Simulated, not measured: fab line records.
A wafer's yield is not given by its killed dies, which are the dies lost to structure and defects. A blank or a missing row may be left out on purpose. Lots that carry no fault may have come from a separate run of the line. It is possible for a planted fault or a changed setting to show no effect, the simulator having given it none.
fab line records	flow n5Finfet	part 2 of 2: steps 5 to 6 of 6
record lots=24	wafers=72	lastDay=19
route steps=1938 shown WELL_APT@55 FIN_SAQP@116 FIN_CUT@178
lots that met no fault: taken from a fault-free run of the same line
startH: the number of hours between the record's first day and the start of the first shown wafer of the lot	waitH: hours elapsed since this lot's preceding step	" the same as in the row above	L1.1+2: a single row standing in for several wafers	- no value present, or no start provided	* or withheld: withheld	< > ~ a bound
route shown NAME@n: NAME is a module with steps in the file, n the number in the route of the first one	usual: mean/standard deviation taken from wafers without a fault	same: alike in all rows	chamber/n: place in a boat	sites: per-site readings	_std_site: the standard deviation of these	_edge_site: the outer-site mean with the inner-site mean subtracted	radiusMm: how far each site lies from the wafer's centre	mask NAME#n: copy n	behind: the tool/chamber that last shaped the wafer	hold: reason for holding the lot/hours on hold/outcome of the hold	device: whichever transistor did not switch (one of n, p or np)	end of line: tests run on the same wafers once the route is complete	a step given without rows: its recipe and nothing more	killed: count of dies lost to structure and defects at first sort (not the wafer's yield)	map: shows each die of a wafer: x if killed, . if not, _ if none is there
set.NAME: the run value of the setting; set.NAME@STEP: its run value at that earlier step	model.NAME: the simulator's own value behind a step, which no gauge read
one table for each step of the route and one row for each wafer, over a sample of lots
services: when a tool's chamber went out of use (startH, in hours from the record's first day, below 0 if earlier), for how many hours, and the reason
## steps
# step N5_FIN_SAQP_FIN_ETCH_36
# recipe chemistry=HBr/Cl2/O2	targetDepthA=1200	maskMaterial=SiNx	timeS=50.4	biasW=102	pressureMtorr=10	icpW=800	HBr_flow_sccm=150	Cl2_flow_sccm=80	O2_flow_sccm=12
# usual drypumpMotorCurrentA=5.6/0.48	oesProductAu=0.998/0.017	throttleValvePct=35.97/0.3
lot.wafer	tool	chamber	startH	waitH	drypumpMotorCurrentA	oesProductAu	rfHoursCounterH	throttleValvePct
L074.3	rieSi-01	1	26.57	0.0	4.9	0.990	1	35.88
L074.5	"	1	"	"	4.9	0.993	-	35.87
L074.6	"	0	"	"	6.2	1.004	-	36.25
L075.2	rieSi-02	1	32.21	0.0	5.7	1.022	0	35.78
L075.3	"	0	"	"	6.2	0.979	3	35.48
L075.5	"	0	"	"	6.2	0.983	-	35.48
L076.1	rieSi-04	0	38.54	0.0	5.8	1.000	1	36.07
L076.2	"	2	"	"	5.4	1.014	105	36.10
L076.6	"	2	"	"	5.4	1.003	-	36.11
L077.1	rieSi-04	3	45.43	0.0	5.0	1.023	113	36.03
L077.2	"	1	"	"	5.2	0.990	130	35.66
L077.6	"	0	"	"	5.8	0.994	-	36.07
L078.1	rieSi-04	2	50.08	0.0	5.4	1.034	106	36.08
L078.3	"	0	"	"	5.8	0.987	1	36.08
L078.4	"	3	"	"	5.0	1.015	113	36.05
L079.1	rieSi-02	0	56.83	0.0	6.2	0.972	4	35.47
L079.3	"	1	"	"	5.7	1.025	1	35.79
L079.6	"	3	"	"	5.4	0.975	-	35.92
L080.3	rieSi-01	2	63.26	0.0	5.6	0.998	95	36.51
L080.5	"	3	"	"	6.4	1.031	-	35.60
L080.6	"	0	"	"	6.2	1.012	-	36.23
L081.1	rieSi-04	2	67.95	0.0	5.4	1.025	106	36.07
L081.2	"	1	"	"	5.2	0.987	130	35.69
L081.5	"	3	"	"	5.0	1.005	-	36.03
L082.1	rieSi-04	3	74.60	0.0	5.0	1.016	113	36.04
L082.2	"	1	"	"	5.2	0.990	130	35.67
L082.6	"	2	"	"	5.4	1.024	-	36.11
L083.1	rieSi-02	3	82.29	0.0	5.4	0.983	141	35.92
L083.2	"	0	"	"	6.2	0.978	4	35.47
L083.3	"	1	"	"	5.7	1.028	1	35.75
L084.1	rieSi-02	2	86.13	0.0	5.5	0.967	63	36.27
L084.5	"	1	"	"	5.7	1.016	-	35.77
L084.6	"	0	"	"	6.2	0.971	-	35.51
L085.1	rieSi-01	1	94.99	0.0	4.9	0.991	2	35.86
L085.3	"	2	"	"	5.7	0.987	95	36.51
L085.6	"	1	"	"	4.9	0.992	-	35.89
L086.1	rieSi-01	1	100.33	0.0	5.0	0.989	2	35.89
L086.3	"	3	"	"	6.4	1.007	119	35.62
L086.5	"	0	"	"	6.3	0.996	-	36.23
L087.2	rieSi-04	2	105.27	0.0	5.4	1.019	107	36.10
L087.5	"	3	"	"	5.0	1.013	-	36.05
L087.6	"	0	"	"	5.9	0.985	-	36.10
L088.3	rieSi-01	0	111.53	0.0	6.3	1.013	140	36.23
L088.5	"	1	"	"	5.0	1.002	-	35.87
L088.6	"	2	"	"	5.6	0.998	-	36.50
L089.1	rieSi-04	1	115.44	0.0	5.2	0.983	131	35.66
L089.3	"	2	"	"	5.4	1.023	107	36.08
L089.6	"	3	"	"	5.0	1.012	-	36.04
L090.1	rieSi-01	3	124.07	0.0	6.4	1.023	120	35.59
L090.3	"	0	"	"	6.3	1.002	141	36.24
L090.5	"	3	"	"	6.4	1.017	-	35.59
L091.1	rieSi-01	0	128.54	0.0	6.3	1.015	141	36.22
L091.4	"	1	"	"	4.9	0.993	3	35.86
L091.6	"	2	"	"	5.7	0.984	-	36.52
L092.2	rieSi-01	0	134.72	0.0	6.3	1.006	141	36.23
L092.3	"	1	"	"	4.9	0.995	3	35.87
L092.6	"	3	"	"	6.4	1.015	-	35.59
L093.1	rieSi-02	2	141.06	0.0	5.5	0.978	64	36.26
L093.3	"	0	"	"	6.2	0.977	5	35.47
L093.5	"	0	"	"	6.2	0.976	-	35.48
L094.1	rieSi-04	0	145.78	0.0	5.9	0.991	3	36.09
L094.2	"	1	"	"	5.2	0.980	131	35.69
L094.5	"	2	"	"	5.4	1.027	-	36.08
L095.1	rieSi-01	0	152.06	0.0	6.3	1.007	141	36.23
L095.4	"	3	"	"	6.3	1.020	120	35.61
L095.6	"	0	"	"	6.3	1.009	-	36.25
L096.1	rieSi-01	1	157.48	0.0	4.9	0.996	4	35.87
L096.3	"	3	"	"	6.4	1.013	120	35.58
L096.4	"	2	"	"	5.6	0.979	96	36.53
L097.1	rieSi-04	0	163.85	0.0	5.9	0.971	3	36.11
L097.3	"	1	"	"	5.2	0.988	-	35.67
L097.6	"	0	"	"	5.9	0.976	-	36.12
# step N5_FIN_CUT_STRIP_22
# recipe chemistry=N2/H2	powerW=500	tempC=40	pressureMtorr=50	rfFrequencyHz=6e+07	overashFraction=0.3	biasPowerW=8	h2Frac=0.5	n2FlowSccm=300	h2FlowSccm=300
# usual drypumpMotorCurrentA=5.8/0.55	oesProductAu=0.77/0.052	rfVppV=54.2/2.2	showerheadPlenumPTorr=3.40/0.097	throttleValvePct=19.0/0.41
lot.wafer	tool	chamber	startH	waitH	drypumpMotorCurrentA	oesProductAu	rfHoursCounterH	rfVppV	showerheadPlenumPTorr	throttleValvePct
L074.3	rieDiel-01	2	28.03	0.0	5.7	0.82	118	54.6	3.51	19.0
L074.5	"	2	"	"	5.7	0.81	-	55.0	3.51	18.9
L074.6	"	3	"	"	6.2	0.78	-	52.7	3.53	18.9
L075.2	rieDiel-04	1	33.76	0.0	6.2	0.84	80	54.6	3.28	19.9
L075.3	"	0	"	"	5.9	0.73	175	53.4	3.49	18.6
L075.5	"	0	"	"	5.9	0.73	-	54.0	3.49	18.6
L076.1	rieDiel-04	3	40.62	0.1	6.0	0.76	130	55.4	3.38	19.0
L076.2	"	0	"	"	5.9	0.73	177	58.1	3.49	18.6
L076.6	"	0	"	"	5.9	0.73	-	56.4	3.49	18.6
L077.1	rieDiel-03	1	51.66	0.0	6.1	0.76	160	53.7	3.50	18.8
L077.2	"	3	"	"	6.4	0.90	32	53.2	3.28	18.5
L077.6	"	2	"	"	4.7	0.79	-	55.5	3.51	19.0
L078.1	rieDiel-04	0	51.93	0.1	5.9	0.70	181	51.4	3.49	18.6
L078.3	"	2	"	"	5.2	0.74	227	54.7	3.34	19.1
L078.4	"	1	"	"	6.1	0.85	86	53.5	3.28	20.0
L079.1	rieDiel-03	3	58.38	0.0	6.4	0.92	35	52.9	3.28	18.5
L079.3	"	2	"	"	4.7	0.79	120	54.7	3.51	19.0
L079.6	"	1	"	"	6.1	0.76	-	52.7	3.50	18.8
L080.3	rieDiel-01	2	64.83	0.0	5.7	0.79	129	54.0	3.50	18.9
L080.5	"	2	"	"	5.7	0.79	-	56.8	3.50	18.9
L080.6	"	1	"	"	6.3	0.73	-	54.9	3.25	19.2
L081.1	rieDiel-03	1	69.51	0.0	6.1	0.75	164	53.3	3.49	18.9
L081.2	"	2	"	"	4.7	0.77	122	52.3	3.51	19.0
L081.5	"	1	"	"	6.1	0.75	-	55.5	3.49	18.9
L082.1	rieDiel-04	2	76.16	0.0	5.2	0.73	233	57.3	3.33	19.2
L082.2	"	1	"	"	6.1	0.83	92	57.1	3.28	20.0
L082.6	"	1	"	"	6.2	0.82	-	53.0	3.28	20.0
L083.1	rieDiel-03	2	83.73	0.1	4.7	0.80	124	58.3	3.50	19.0
L083.2	"	3	"	"	6.3	0.90	39	51.0	3.28	18.5
L083.3	"	1	"	"	6.1	0.75	167	54.8	3.49	18.9
L084.1	rieDiel-01	2	87.68	0.0	5.7	0.78	136	48.9	3.50	18.9
L084.5	"	1	"	"	6.3	0.73	-	55.6	3.24	19.3
L084.6	"	2	"	"	5.7	0.77	-	55.3	3.50	19.0
L085.1	rieDiel-03	3	96.53	0.1	6.4	0.90	41	57.2	3.28	18.5
L085.3	"	1	"	"	6.1	0.76	169	51.3	3.49	18.8
L085.6	"	3	"	"	6.4	0.87	-	56.1	3.28	18.5
L086.1	rieDiel-04	3	101.86	0.0	6.0	0.76	144	52.3	3.37	19.1
L086.3	"	1	"	"	6.2	0.82	96	56.1	3.27	19.9
L086.5	"	2	"	"	5.3	0.72	-	56.5	3.33	19.2
L087.2	rieDiel-03	3	107.84	0.1	6.4	0.88	45	55.7	3.28	18.5
L087.5	"	1	"	"	6.1	0.74	-	53.0	3.49	18.8
L087.6	"	2	"	"	4.8	0.79	-	57.8	3.50	19.0
L088.3	rieDiel-03	3	113.08	0.0	6.3	0.87	47	51.5	3.27	18.6
L088.5	"	2	"	"	4.7	0.77	-	55.4	3.50	19.0
L088.6	"	1	"	"	6.1	0.75	-	48.7	3.49	18.8
L089.1	rieDiel-01	0	116.98	0.1	6.2	0.69	238	52.8	3.33	18.6
L089.3	"	2	"	"	5.7	0.79	145	55.4	3.49	19.0
L089.6	"	1	"	"	6.3	0.71	-	56.8	3.24	19.2
L090.1	rieDiel-04	0	125.94	0.3	5.9	0.71	199	53.2	3.48	18.6
L090.3	"	3	"	"	6.0	0.76	152	55.9	3.37	19.1
L090.5	"	1	"	"	6.2	0.78	-	50.4	3.27	20.0
L091.1	rieDiel-04	0	130.09	0.0	5.9	0.69	200	54.8	3.47	18.6
L091.4	"	0	"	"	5.9	0.70	-	57.3	3.47	18.6
L091.6	"	1	"	"	6.1	0.80	-	51.2	3.27	20.0
L092.2	rieDiel-03	0	136.31	0.2	5.0	0.72	146	50.3	3.38	19.2
L092.3	"	3	"	"	6.4	0.88	53	55.9	3.27	18.6
L092.6	"	2	"	"	4.7	0.76	-	54.1	3.50	19.0
L093.1	rieDiel-03	1	142.63	0.2	6.2	0.75	185	53.9	3.48	18.9
L093.3	"	0	"	"	5.0	0.74	147	55.7	3.38	19.3
L093.5	"	0	"	"	5.0	0.74	-	59.2	3.38	19.3
L094.1	rieDiel-04	2	147.33	0.0	5.2	0.70	246	54.5	3.33	19.2
L094.2	"	0	"	"	5.9	0.70	206	55.2	3.47	18.6
L094.5	"	3	"	"	6.0	0.75	-	50.6	3.36	19.1
L095.1	rieDiel-03	0	153.56	0.0	5.0	0.74	149	53.2	3.38	19.3
L095.4	"	2	"	"	4.7	0.78	143	52.9	3.49	19.1
L095.6	"	1	"	"	6.1	0.73	-	53.1	3.48	18.9
L096.1	rieDiel-01	1	158.91	0.0	6.2	0.71	183	57.2	3.23	19.3
L096.3	"	3	"	"	6.2	0.75	166	53.5	3.51	19.0
L096.4	"	0	"	"	6.1	0.67	249	53.9	3.32	18.6
L097.1	rieDiel-04	1	165.58	0.2	6.1	0.79	115	51.6	3.26	20.0
L097.3	"	2	"	"	5.3	0.70	248	51.7	3.32	19.2
L097.6	"	1	"	"	6.1	0.77	-	55.2	3.26	20.0
## services
tool	chamber	startH	hours	kind
rieDiel-01	1	-6.42	8.3	repair
rieSi-01	3	-0.36	3.6	repair
epiRpcvd-03	-	4.50	4.3	pm
rieDiel-06	1	5.05	7.9	repair
rieDiel-05	3	16.40	6.7	repair
rieDiel-06	3	18.20	6.7	repair
rieDiel-03	0	22.59	6.4	repair
epiRpcvd-03	-	50.43	2.1	repair
rieDiel-05	3	66.19	7.2	repair
rieDiel-06	0	67.14	4.2	repair
rieDiel-02	2	98.10	16.2	repair
epiRpcvd-04	-	105.07	0.8	repair
rieSi-04	0	109.72	2.6	repair
rieDiel-04	2	115.56	19.2	repair
rieDiel-05	3	118.81	5.5	repair
rieSi-04	1	124.00	9.2	repair
rieSi-04	2	126.55	4.9	repair
rieSi-04	-	137.41	2.8	pm
rieSi-04	3	149.84	37.9	repair
rieDiel-04	2	153.49	7.9	repair
rieDiel-02	0	153.84	5.9	repair
rieDiel-03	2	154.27	4.0	repair
rieDiel-02	1	156.34	5.9	repair
rieSi-04	2	162.24	7.5	repair
